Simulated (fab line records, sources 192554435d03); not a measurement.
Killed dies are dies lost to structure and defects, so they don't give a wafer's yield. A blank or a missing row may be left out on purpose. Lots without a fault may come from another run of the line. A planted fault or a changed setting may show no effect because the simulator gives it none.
Which tool did it? | flow n5_finfet | 11 lots, 33 wafers sampled, at 2 steps of a route of 1938

WHAT THE GAUGES READ, wafer by wafer
N5_SDB_THK_MEAS_31.
lot  | measured    | on            | SDB_THK (nm)
L075 | day 4 11:55 | film_metro-01 | 64.8 63.5 65.3
L078 | day 5 04:09 | film_metro-01 | 65.0 63.9 64.3
L080 | day 5 15:53 | film_metro-01 | 64.5 65.6 64.6
L082 | day 6 03:00 | film_metro-02 | 63.8 63.7 63.2
L084 | day 6 17:14 | film_metro-02 | 63.9 63.6 63.7
L086 | day 7 06:23 | film_metro-02 | 62.8 63.1 64.1
L088 | day 7 16:19 | film_metro-01 | 64.2 63.6 63.9
L090 | day 7 23:30 | film_metro-02 | 63.5 62.9 62.8
L092 | day 8 10:43 | film_metro-02 | 63.7 64.0 63.7
L094 | day 9 01:00 | film_metro-01 | 64.0 63.3 62.8
L096 | day 9 14:37 | film_metro-02 | 63.7 63.1 62.8

WHICH TOOL RAN EACH LOT (tool, then ch and the chambers of the sampled wafers, then the start)
lot  | N5_SDB_ETCH_18
L075 | rie_diel-01 ch 0,1,2, day 4 07:48
L078 | rie_diel-02 ch 0,2, day 4 23:05
L080 | rie_diel-03 ch 1,2,3, day 5 11:49
L082 | rie_diel-01 ch 1,2,3, day 5 22:17
L084 | rie_diel-01 ch 2,3, day 6 12:57
L086 | rie_diel-01 ch 1,3, day 7 02:35
L088 | rie_diel-02 ch 2,3, day 7 10:48
L090 | rie_diel-01 ch 0,1,2, day 7 18:43
L092 | rie_diel-01 ch 1,3, day 8 06:55
L094 | rie_diel-01 ch 1,2,3, day 8 21:13
L096 | rie_diel-03 ch 0,2, day 9 10:51
- N5_SDB_ETCH_18: etches SOC in N2/H2, target depth 100 nm, overetch 20 nm, time 150 s.

THE ANSWER, worked out from the rows above alone
Rule: what is usual is taken from the lots themselves. Put in order of their means at a reading, lots are off if they are a third of the lots or fewer, leave a main group of 4 or more, and stand apart from it by a gap of 3 or more times the standard deviation of the main group's means; of several such gaps the widest counts. A main group whose means are all the same, to the digits that the tables above print for the reading, isn't used. A lot without any number at a reading at which 4 lots or more have one is off too. The other lots that the step has rows for count as sound.
No lot is off at any reading shown: from this, nothing can be told.

WHAT THE SIMULATOR HAD PUT IN
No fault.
